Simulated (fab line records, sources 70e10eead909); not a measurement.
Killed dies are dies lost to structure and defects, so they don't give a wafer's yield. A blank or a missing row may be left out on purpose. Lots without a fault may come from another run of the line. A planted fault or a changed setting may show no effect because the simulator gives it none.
One fault seen from 2 desks | flow nand_harc | each desk has only its own numbers; what lay behind them comes last

THE METROLOGY DESK
What the gauges read, lot by lot, whatever tool the lot ran on: means of the sampled wafers that have a number. A lot is out of limits, marked OUT, if its mean lies more than 4 standard deviations from the usual mean; the brackets give that distance.
Columns: A = cd_nm at NHARC_A_ZERO_WELL_CD_MEAS_10, usual 1999.9 nm; B = thk_nm at NHARC_A_ONON_D1_THK_MEAS_18, usual 1001 nm
lot  | first seen here | A      | B
L670 | day 6 14:25     | 1999.0 | 990
L672 | day 7 07:43     | 2000.2 | 1001
L671 | day 7 08:32     | 1999.0 | 1014
L673 | day 7 20:49     | 2001.6 | 1001
L674 | day 8 09:10     | 1998.3 | 1017
L675 | day 8 14:15     | 2000.3 | 999
L676 | day 9 01:00     | 1999.6 | 993
L679 | day 10 12:25    | 1999.6 | 991
L680 | day 10 23:18    | 1999.6 | 1018
L682 | day 11 17:54    | 2000.2 | 992
L687 | day 14 02:51    | 2000.6 | 1603 (+68) OUT
L690 | day 15 00:48    | 1999.5 | 1608 (+68) OUT
L691 | day 15 12:33    | 1997.8 | 1002
This desk's finding: out of limits on L687, L690; first on L687, day 15 14:36 (thk_nm at NHARC_A_ONON_D1_THK_MEAS_18). In limits: L670, L672, L671, L673, L674, L675, L676, L679, L680, L682, L691.

THE DEFECT DESK
What the inspections along the route counted, lot by lot: means of the sampled wafers that have a number. A lot is out of limits, marked OUT, if its mean lies more than 4 standard deviations from the usual mean; the brackets give that distance.
Columns: A = raw_defect_count at NHARC_A_ONON_D1_INSPECT_32, usual 73
lot  | first seen here | A
L670 | day 8 01:23     | 79
L671 | day 8 18:44     | 63
L672 | day 8 18:44     | 71
L673 | day 9 11:35     | 53
L674 | day 9 20:07     | 70
L675 | day 10 03:11    | 82
L676 | day 10 13:25    | 71
L679 | day 11 23:18    | 94
L680 | day 12 11:16    | 43
L682 | day 13 03:32    | 65
L687 | day 15 17:25    | 64
L690 | day 16 10:08    | 74
L691 | day 16 22:55    | 83
This desk's finding: nothing out of limits on any of the 13 lots.

PUT TOGETHER
The metrology desk could have raised an alarm at day 15 14:36, on L687, L690.
The defect desk saw nothing out of limits.
The defect desk has L687, L690 on record, within its limits.
Of the lots named, all ran NHARC_A_ONON_D1_DEP_16 on pecvd_onon-04.

WHAT THE SIMULATOR HAD PUT IN
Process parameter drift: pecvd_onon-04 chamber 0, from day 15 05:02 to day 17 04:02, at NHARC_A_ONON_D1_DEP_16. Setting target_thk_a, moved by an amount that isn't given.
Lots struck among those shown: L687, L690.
Hours from the fault's start to each desk's first reading out of limits: the metrology desk, 10.
